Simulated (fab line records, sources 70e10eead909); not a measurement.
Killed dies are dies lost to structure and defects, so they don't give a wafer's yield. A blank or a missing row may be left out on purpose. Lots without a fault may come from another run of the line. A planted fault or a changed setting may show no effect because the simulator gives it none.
fab line records | flow nand_harc
record lots=6 wafers=16 last_day=24
route steps=1159 shown P_GATE@157
lots that met no fault: from a run of the same line without faults
start_h: hours from the record's first day to the start of the lot's first wafer shown | wait_h: hours since the lot's step before | " the same as in the row above | L1.1+2: a row that stands for several wafers | - no value, or no start given | * or withheld: withheld | < > ~ a bound
route shown NAME@n: a module of which the file shows steps, and the number in the route of the first | usual: mean/standard deviation of fault-free wafers | same: alike in all rows | chamber/n: place in a boat | sites: the reading at each site | _std_site: their standard deviation | _edge_site: outer sites' mean less inner sites' | radius_mm: how far each site lies from the wafer's centre | mask NAME#n: copy n | behind: the tool/chamber that last shaped the wafer | hold: why the lot was held/for how many hours/how that ended | device: the transistor (n, p or np) that didn't switch | end of line: the same wafers' tests at the end of the route | a step without rows: its recipe alone | killed: dies lost to structure and defects at the first sort, not the wafer's yield | map: a wafer's dies, x killed, . not, _ none there
set.NAME: the setting as run; set.NAME@STEP: as run at that earlier step | model.NAME: the simulator's own value behind a step, which no gauge read
lots at some steps of the route; a table a step, a row a wafer
services: from which hour (start_h, from the record's first day; less than 0 if before it) a tool's chamber was out of use, for how many hours, and why
## steps
# step NHARC_P_GATE_STRIP_101
# recipe time_s=20 o2_flow_sccm=500 ar_flow_sccm=0 bias_w=0 chemistry=O2
# step NHARC_P_GATE_PRECLEAN_97
# recipe time_s=600 temp_c=120 chemistry=SPM
# step NHARC_P_GATE_SRD_98
# step NHARC_P_GATE_PRECLEAN_99
# recipe time_s=* temp_c=50 bath_age_min=0 chemistry=SC1
# step NHARC_P_GATE_SRD_100
# step NHARC_P_GATE_DEHYDRATE_38
# recipe temp_c=150 time_s=120
# step NHARC_P_GATE_HMDS_39
# recipe time_s=30
# step NHARC_P_GATE_COAT_40
# recipe spin_rpm=3000
# step NHARC_P_GATE_SOFTBAKE_41
# recipe temp_c=122 time_s=95
# step NHARC_P_GATE_EBR_42
# step NHARC_P_GATE_EXPOSE_43
# recipe na=0.6 target_cd_nm=720 dose_mj=14.81 mask_id=P_NSD
# step NHARC_P_GATE_PEB_44
# recipe peb_temp_c=118 peb_time_s=85
# step NHARC_P_GATE_DEVELOP_45
# recipe time_s=70
# columns lot.wafer tool chamber start_h wait_h
L846.1+2+5 litho_track-05 0 110 -
L849.2+4+6 litho_track-03 0 141 -
L857.2+6 litho_track-03 0 178 -
L859.1+5 litho_track-03 0 192 -
L862.1+2+6 litho_track-07 0 207 -
L866.1+4+5 litho_track-07 0 234 -
# step NHARC_P_GATE_HARDBAKE_47
# recipe temp_c=125 time_s=80
# step NHARC_P_GATE_DESCUM_48
# recipe time_s=3 o2_flow_sccm=200 ar_flow_sccm=0 bias_power_w=0 chemistry=O2
# usual drypump_motor_current_A=5.8/0.4 oes_product_au=1.001/0.014 rf_vpp_V=57.9/0.87 showerhead_plenum_p_Torr=1.95/0.065 throttle_valve_pct=11.311/0.0087
# columns lot.wafer tool chamber start_h wait_h drypump_motor_current_A oes_product_au rf_hours_counter_h rf_vpp_V showerhead_plenum_p_Torr throttle_valve_pct model.P_GATE.cd_nm
L846.2 rie_diel-13 1 111.16 - 5.6 0.979 1 58.5 2.03 11.309 719.4
L846.1 " 0 " " 5.6 0.977 1 59.0 2.08 11.317 722
L846.5 " 2 " " 6.0 0.994 - 58.3 2.04 11.313 715.2
L849.2 rie_diel-13 3 142.25 - 5.6 1.008 9 57.7 2.03 11.325 718.1
L849.4 " 2 " " 6.0 1.000 11 59.8 2.03 11.314 720.1
L849.6 " 3 " " 5.6 1.016 - 57.9 2.03 11.300 716.1
L857.2 rie_diel-05 0 178.58 - 5.4 0.984 2 57.3 1.96 11.322 716.7
L857.6 " 3 " " 5.4 1.001 - 57.9 1.91 11.321 120.2
L859.1 rie_diel-05 2 192.83 - 6.4 1.013 4 57.9 1.83 11.308 716.4
L859.5 " 1 " " 5.2 1.000 - 57.3 1.97 11.314 122.2
L862.1 rie_diel-05 3 208.14 - 5.4 1.011 6 58.5 1.91 11.317 718.7
L862.2 " 1 " " 5.2 1.005 8 57.6 1.97 11.305 718.6
L862.6 " 0 " " 5.4 0.973 - 56.8 1.96 11.319 720.6
L866.1 rie_diel-05 0 234.62 - 5.4 0.966 12 57.8 1.96 11.307 720.3
L866.4 " 3 " " 5.4 1.005 - 57.1 1.90 11.307 719.7
L866.5 " 0 " " 5.4 0.974 - 57.6 1.96 11.333 721.2
# step NHARC_P_GATE_IMPLANT_49
# recipe energy_kev=30 dose_cm2=3e+15 tilt_deg=7
# step NHARC_P_GATE_STRIP_111
# recipe power_w=1500 temp_c=110 time_s=250 chemistry=N2/H2
# usual drypump_motor_current_A=5.65/0.25 heater_power_w=85/7.2
# columns lot.wafer tool chamber start_h wait_h drypump_motor_current_A heater_power_w rf_hours_counter_h
L846.1 plasma_asher-02 1 111.88 0.5 5.30 81 30
L846.2 " 0 " " 5.79 96 30
L846.5 " 0 " " 5.78 97 -
L849.2 plasma_asher-02 0 142.62 0.2 5.76 92 37
L849.4 " 0 " " 5.78 97 -
L849.6 " 0 " " 5.77 97 -
L857.2 plasma_asher-01 1 178.98 0.2 5.93 88 22
L857.6 " 0 " " 5.68 76 -
L859.1 plasma_asher-02 1 193.25 0.3 5.28 88 0
L859.5 " 0 " " 5.75 87 -
L862.1 plasma_asher-01 1 208.51 0.2 5.93 84 36
L862.2 " 0 " " 5.69 74 36
L862.6 " 1 " " 5.92 87 -
L866.1 plasma_asher-02 0 234.99 0.2 5.80 90 11
L866.4 " 1 " " 5.27 88 -
L866.5 " 1 " " 5.24 88 -
# step NHARC_P_GATE_STRIP_75
# recipe power_w=1500 temp_c=250 chemistry=O2
# usual drypump_motor_current_A=5.64/0.25 heater_power_w=319/26
# columns lot.wafer tool chamber start_h wait_h drypump_motor_current_A heater_power_w rf_hours_counter_h
L846.1 plasma_asher-02 1 112.18 0.3 5.29 302 30
L846.2 " 0 " " 5.74 365 30
L846.5 " 0 " " 5.77 369 -
L849.2 plasma_asher-02 0 142.92 0.2 5.77 366 38
L849.4 " 0 " " 5.80 367 -
L849.6 " 0 " " 5.81 360 -
L857.2 plasma_asher-01 1 179.24 0.2 5.95 324 23
L857.6 " 0 " " 5.69 291 -
L859.1 plasma_asher-02 1 193.51 0.2 5.24 329 0
L859.5 " 0 " " 5.80 329 -
L862.1 plasma_asher-01 1 208.81 0.2 5.91 328 36
L862.2 " 0 " " 5.66 282 36
L862.6 " 1 " " 5.91 322 -
L866.1 plasma_asher-02 0 235.30 0.3 5.79 328 11
L866.4 " 1 " " 5.25 330 -
L866.5 " 1 " " 5.27 337 -
# step NHARC_P_GATE_STRIP_50
# recipe time_s=900 temp_c=130 chemistry=SPM
# step NHARC_P_GATE_DEHYDRATE_51
# recipe temp_c=150 time_s=120
# step NHARC_P_GATE_HMDS_52
# recipe time_s=30
# step NHARC_P_GATE_COAT_53
# recipe spin_rpm=3000
# step NHARC_P_GATE_SOFTBAKE_54
# recipe temp_c=122 time_s=95
# step NHARC_P_GATE_EBR_55
# step NHARC_P_GATE_EXPOSE_56
# recipe na=0.6 target_cd_nm=720 dose_mj=14.81 mask_id=P_PSD
# step NHARC_P_GATE_PEB_57
# recipe peb_temp_c=118 peb_time_s=85
# step NHARC_P_GATE_DEVELOP_58
# recipe time_s=70
# step NHARC_P_GATE_HARDBAKE_60
# recipe temp_c=125 time_s=80
# step NHARC_P_GATE_DESCUM_61
# recipe time_s=3 o2_flow_sccm=200 ar_flow_sccm=0 bias_power_w=0 chemistry=O2
# usual drypump_motor_current_A=5.7/0.46 oes_product_au=1.003/0.012 rf_vpp_V=57.9/0.93 showerhead_plenum_p_Torr=1.94/0.066 throttle_valve_pct=11.310/0.0093
# columns lot.wafer tool chamber start_h wait_h drypump_motor_current_A oes_product_au rf_hours_counter_h rf_vpp_V showerhead_plenum_p_Torr throttle_valve_pct
L846.1 rie_diel-05 1 113.31 - 5.1 1.006 21 58.4 1.97 11.313
L846.2 " 3 " " 5.4 1.012 21 58.3 1.91 11.323
L846.5 " 1 " " 5.2 1.008 - 57.0 1.97 11.295
L849.4 rie_diel-05 1 144.04 - 5.2 1.007 26 57.3 1.97 11.314
L849.2 " 2 " " 6.4 1.013 26 57.0 1.83 11.301
L849.6 " 0 " " 5.4 1.002 - 56.9 1.96 11.303
L857.2 rie_diel-05 1 180.56 - 5.2 1.007 3 57.2 1.97 11.308
L857.6 " 0 " " 5.4 0.978 - 59.1 1.96 11.313
L859.1 rie_diel-05 0 194.62 - 5.4 0.988 5 58.0 1.96 11.315
L859.5 " 1 " " 5.2 0.998 - 58.9 1.97 11.322
L862.1 rie_diel-05 1 209.89 - 5.2 1.008 8 58.5 1.97 11.305
L862.2 " 3 " " 5.4 1.013 6 58.0 1.91 11.312
L862.6 " 1 " " 5.2 1.009 - 57.3 1.97 11.304
L866.1 rie_diel-13 1 236.25 - 5.6 0.995 49 58.4 2.02 11.314
L866.4 " 0 " " 5.6 0.985 50 59.3 2.06 11.310
L866.5 " 2 " " 6.0 0.991 - 57.7 2.02 11.302
# step NHARC_P_GATE_IMPLANT_62
# recipe energy_kev=20 dose_cm2=3e+15 tilt_deg=7
# step NHARC_P_GATE_STRIP_112
# recipe power_w=1500 temp_c=110 time_s=200 chemistry=N2/H2
# usual drypump_motor_current_A=5.67/0.23 heater_power_w=85/7.5
# columns lot.wafer tool chamber start_h wait_h drypump_motor_current_A heater_power_w rf_hours_counter_h
L846.2 plasma_asher-01 1 113.71 0.2 5.93 89 3
L846.1 " 0 " " 5.69 75 3
L846.5 " 1 " " 5.91 86 -
L849.2 plasma_asher-02 0 144.38 0.2 5.76 100 38
L849.4 " 1 " " 5.28 78 -
L849.6 " 1 " " 5.31 78 -
L857.2 plasma_asher-01 1 180.90 0.2 5.91 85 23
L857.6 " 0 " " 5.63 76 -
L859.1 plasma_asher-01 0 194.95 0.2 5.67 76 32
L859.5 " 1 " " 5.91 84 -
L862.1 plasma_asher-01 0 210.26 0.2 5.70 76 36
L862.2 " 1 " " 5.91 86 36
L862.6 " 0 " " 5.71 77 -
L866.1 plasma_asher-01 1 236.64 0.2 5.91 88 44
L866.4 " 1 " " 5.92 86 -
L866.5 " 0 " " 5.70 75 -
# step NHARC_P_GATE_STRIP_76
# recipe power_w=1500 temp_c=250 chemistry=O2
# usual drypump_motor_current_A=5.67/0.23 heater_power_w=318/27
# columns lot.wafer tool chamber start_h wait_h drypump_motor_current_A heater_power_w rf_hours_counter_h
L846.2 plasma_asher-01 1 113.97 0.2 5.90 325 3
L846.1 " 0 " " 5.72 287 3
L846.5 " 1 " " 5.91 318 -
L849.2 plasma_asher-02 0 144.65 0.2 5.77 361 38
L849.4 " 1 " " 5.26 299 -
L849.6 " 1 " " 5.33 302 -
L857.2 plasma_asher-01 1 181.16 0.2 5.88 322 23
L857.6 " 0 " " 5.70 285 -
L859.1 plasma_asher-01 0 195.21 0.2 5.68 300 32
L859.5 " 1 " " 5.93 320 -
L862.1 plasma_asher-01 0 210.52 0.2 5.71 290 37
L862.2 " 1 " " 5.92 333 37
L862.6 " 0 " " 5.67 287 -
L866.1 plasma_asher-01 1 236.90 0.2 5.93 320 45
L866.4 " 1 " " 5.92 316 -
L866.5 " 0 " " 5.68 286 -
# step NHARC_P_GATE_STRIP_63
# recipe time_s=900 temp_c=130 chemistry=SPM
# step NHARC_P_GATE_DEHYDRATE_83
# recipe temp_c=150 time_s=120
# step NHARC_P_GATE_HMDS_84
# recipe time_s=30
# step NHARC_P_GATE_COAT_85
# recipe spin_rpm=3000
# step NHARC_P_GATE_SOFTBAKE_86
# recipe temp_c=122 time_s=95
# step NHARC_P_GATE_EBR_87
# step NHARC_P_GATE_EXPOSE_88
# recipe na=0.6 target_cd_nm=2000 dose_mj=11.87 mask_id=P_HVN
# step NHARC_P_GATE_PEB_89
# recipe peb_temp_c=118 peb_time_s=85
# step NHARC_P_GATE_DESCUM_93
# recipe time_s=3 o2_flow_sccm=200 ar_flow_sccm=0 bias_power_w=0 chemistry=O2
# usual drypump_motor_current_A=5.7/0.44 oes_product_au=1.001/0.014 rf_vpp_V=57.9/0.83 showerhead_plenum_p_Torr=1.94/0.062 throttle_valve_pct=11.310/0.0098
# columns lot.wafer tool chamber start_h wait_h drypump_motor_current_A oes_product_au rf_hours_counter_h rf_vpp_V showerhead_plenum_p_Torr throttle_valve_pct model.P_GATE.cd_nm
L846.2 rie_diel-07 0 115.30 - 6.3 0.996 21 58.0 1.91 11.314 1998
L846.1 " 3 " " 5.8 1.023 22 57.9 1.97 11.301 2002
L846.5 " 1 " " 6.0 0.979 - 57.8 1.94 11.310 2005
L849.4 rie_diel-07 2 145.62 - 5.9 1.009 30 56.9 1.93 11.332 1999
L849.2 " 0 " " 6.3 0.997 31 57.8 1.90 11.309 1999
L849.6 " 1 " " 6.0 0.995 - 58.1 1.94 11.320 1999
L857.2 rie_diel-05 3 182.16 - 5.4 1.006 2 57.7 1.91 11.305 2002
L857.6 " 1 " " 5.2 0.999 - 58.0 1.97 11.328 120.2
L859.1 rie_diel-05 3 196.40 - 5.4 1.007 4 57.2 1.91 11.303 1999
L859.5 " 2 " " 6.4 1.017 - 58.4 1.83 11.301 122.2
L862.2 rie_diel-07 0 211.65 - 6.3 0.996 58 57.9 1.90 11.307 2002
L862.1 " 1 " " 6.0 0.976 58 57.3 1.93 11.316 2001
L862.6 " 2 " " 5.9 1.015 - 57.8 1.93 11.315 2000
L866.4 rie_diel-05 2 238.01 - 6.4 1.015 13 56.5 1.82 11.315 1998
L866.1 " 3 " " 5.4 1.015 12 58.9 1.90 11.316 2002
L866.5 " 2 " " 6.4 1.019 - 56.6 1.82 11.304 2002
## services
# columns tool chamber start_h hours kind
rie_diel-05 0 93.78 - clean
rie_diel-05 1 93.78 - clean
rie_diel-05 2 93.78 - clean
rie_diel-05 3 93.78 - clean
rie_diel-13 0 96.44 1.2 repair
plasma_asher-01 - 99.00 9.0 pm
plasma_asher-01 0 99.00 9.0 vent_cycle
plasma_asher-01 1 99.00 9.0 vent_cycle
plasma_asher-01 0 108.00 - clean
plasma_asher-01 1 108.00 - clean
rie_diel-05 - 114.85 0.5 repair
rie_diel-05 3 126.77 6.1 repair
plasma_asher-02 - 137.88 0.8 repair
plasma_asher-01 - 149.32 1.7 repair
rie_diel-05 - 163.79 9.0 pm
plasma_asher-02 - 183.20 9.0 pm
rie_diel-07 2 186.47 15.0 repair
litho_track-07 - 189.00 7.0 pm
rie_diel-05 - 195.55 0.5 repair
rie_diel-13 3 208.98 7.4 repair
litho_track-03 - 213.00 7.0 pm
rie_diel-07 - 228.27 9.0 pm
rie_diel-05 1 233.10 2.4 repair
litho_track-05 - 237.00 7.0 pm
## key
first_sign none at tools or gauges
model_effect step=NHARC_P_GATE_DESCUM_48 value=P_GATE.cd_nm without=720 struck=121.2
model_effect step=NHARC_P_GATE_DESCUM_93 value=P_GATE.cd_nm without=2002 struck=121.2
met_at NHARC_P_GATE_DEVELOP_45
struck_wafers L857.6,L859.5
later_rows_left_out L857.6,L859.5
sort_left_out L857.6,L859.5
tester_left_out L857,L859
fault kind=process_parameter_drift tool=litho_track-03 chamber=- onset_h=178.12 steps=NHARC_P_GATE_DEVELOP_45 channel=time_s offset=* shape=step end_h=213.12 scope=struck_wafers_only acts_in=* stated=*
# tester_left_out: of these lots the tester's yield and bins aren't shown, on N5 and GAA mostly nor the transistor test; their killed dies are dies lost to structure and defects alone, not to doping, threshold or leakage, so they don't give the yield
# sort_left_out: the simulated sort isn't trusted on such a fault, so these wafers' sort isn't shown, and their yield isn't known
# later_rows_left_out: the simulator's readings of these wafers behind a module that went badly wrong aren't trusted and aren't shown, but for the sort
